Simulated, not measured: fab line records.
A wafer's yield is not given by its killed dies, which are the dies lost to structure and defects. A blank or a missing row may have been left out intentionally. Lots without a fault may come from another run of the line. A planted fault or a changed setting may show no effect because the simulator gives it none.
Matching of chambers	flow n5 finfet	rie diel-03 running N5_BEOL_M1_VIA_ETCH_34: 4 sister chambers
The step etches the open film in C4F6/O2, target depth 67.8 nm, time 64.4 s. 8 wafers are shown with their chamber, then 9 later ones without.

== WAFERS, EACH WITH ITS CHAMBER ==
wafer	chamber	drypump motor current A (A)	throttle valve pct (%)
L079.1	0	6.5	30.38
L080.4	3	5.4	30.72
L081.3	0	6.5	30.39
L081.4	1	5.7	30.42
L081.6	2	6.6	30.88
L082.1	3	5.5	30.70
L082.2	2	6.6	30.89
L082.4	1	5.7	30.42

== WAFERS WITH NO CHAMBER GIVEN ==
wafer	drypump motor current A (A)	throttle valve pct (%)
L083.1	6.6	30.89
L083.3	5.7	30.42
L083.5	5.4	30.71
L085.3	6.6	30.88
L085.5	6.6	30.91
L085.6	5.4	30.70
L091.3	5.7	30.46
L091.5	6.5	30.30
L091.6	5.4	30.74

== CHAMBER TAKEN BY EACH ==
wafer	from the rows above	in truth
L083.1	2	2
L083.3	1	1
L083.5	3	3
L085.3	2	2
L085.5	2	2
L085.6	3	3
L091.3	1	1
L091.5	0	0
L091.6	3	3
Correctly placed: 9 of 9. Left unplaced by these rows: 0. Wrongly placed: 0.
How it was worked out, from the rows above alone: a wafer's distance from a chamber is the root of the sum, over the readings, of the square of ((its reading less the chamber's mean) divided by the reading's scatter). If the next closest chamber is less than 2 further off than the closest, the wafer can't be placed; otherwise it belongs to the closest. For every chamber, the mean is computed from those of its wafers that are shown. The scatter: the root of (the sum of the squares of (reading less its chamber's mean) over the shown wafers, divided by (wafers less chambers)).
